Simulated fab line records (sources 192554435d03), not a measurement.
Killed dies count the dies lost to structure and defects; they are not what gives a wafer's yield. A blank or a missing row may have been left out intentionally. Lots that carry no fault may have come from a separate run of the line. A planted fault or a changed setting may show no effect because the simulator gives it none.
One fault seen from 2 desks / flow n5 finfet / each desk has only its own numbers; what lay behind them comes last

THE TOOL OWNER'S DESK: rie diel-02
The tool's own readings at N5_BEOL_M6_ETCH_62 (etches SOC in N2/H2, target depth 110 nm, overetch 22 nm, time 165 s): means of the sampled wafers that have a number, for each lot that ran on this tool. The brackets show how far a lot's mean lies from the usual mean; more than 4 standard deviations puts the lot out of limits, marked OUT.
Columns: A = drypump motor current A at N5_BEOL_M6_ETCH_62, usual 5.5 A; B = h2 flow sccm at N5_BEOL_M6_ETCH_62, usual 200.0 sccm; C = oes product au at N5_BEOL_M6_ETCH_62, usual 0.67 a.u.; D = rf vpp V at N5_BEOL_M6_ETCH_62, usual 523.9 V; E = showerhead plenum p Torr at N5_BEOL_M6_ETCH_62, usual 2.54 Torr; F = throttle valve pct at N5_BEOL_M6_ETCH_62, usual 17.80 %
lot=L103; first seen here=day 9 08:10; A=5.2; B=199.6; C=0.70; D=523.0; E=2.51; F=18.08
lot=L110; first seen here=day 11 01:17; A=5.2; B=199.8; C=0.77; D=523.9; E=2.54; F=17.96
lot=L124; first seen here=day 14 17:34; A=5.3; B=200.1; C=0.63; D=523.9; E=2.54; F=17.98
lot=L123; first seen here=day 14 17:52; A=5.2; B=200.0; C=0.65; D=522.1; E=2.48; F=18.07
This desk's finding: nothing out of limits on any of the 4 lots.

THE METROLOGY DESK
What the gauges read, lot by lot, whatever tool the lot ran on: means of the sampled wafers that have a number. The brackets show how far a lot's mean lies from the usual mean; more than 4 standard deviations puts the lot out of limits, marked OUT.
Columns: A = cd nm at N5_BEOL_M6_CD_MEAS_18, usual 40.1 nm
lot=L102; first seen here=day 9 01:27; A=40.7
lot=L103; first seen here=day 9 08:46; A=39.9
lot=L107; first seen here=day 10 14:17; A=39.8
lot=L110; first seen here=day 11 01:40; A=39.9
lot=L115; first seen here=day 11 23:29; A=40.6
lot=L114; first seen here=day 12 03:55; A=40.3
lot=L118; first seen here=day 13 07:41; A=40.6
lot=L119; first seen here=day 13 15:52; A=40.9
lot=L125; first seen here=day 14 15:14; A=40.9
lot=L124; first seen here=day 14 17:56; A=39.8
lot=L123; first seen here=day 14 18:14; A=40.6
This desk's finding: nothing out of limits on any of the 11 lots.

PUT TOGETHER
The tool owner's desk saw nothing out of limits.
Nothing out of limits was seen by the metrology desk.

WHAT WAS PUT IN BY THE SIMULATOR
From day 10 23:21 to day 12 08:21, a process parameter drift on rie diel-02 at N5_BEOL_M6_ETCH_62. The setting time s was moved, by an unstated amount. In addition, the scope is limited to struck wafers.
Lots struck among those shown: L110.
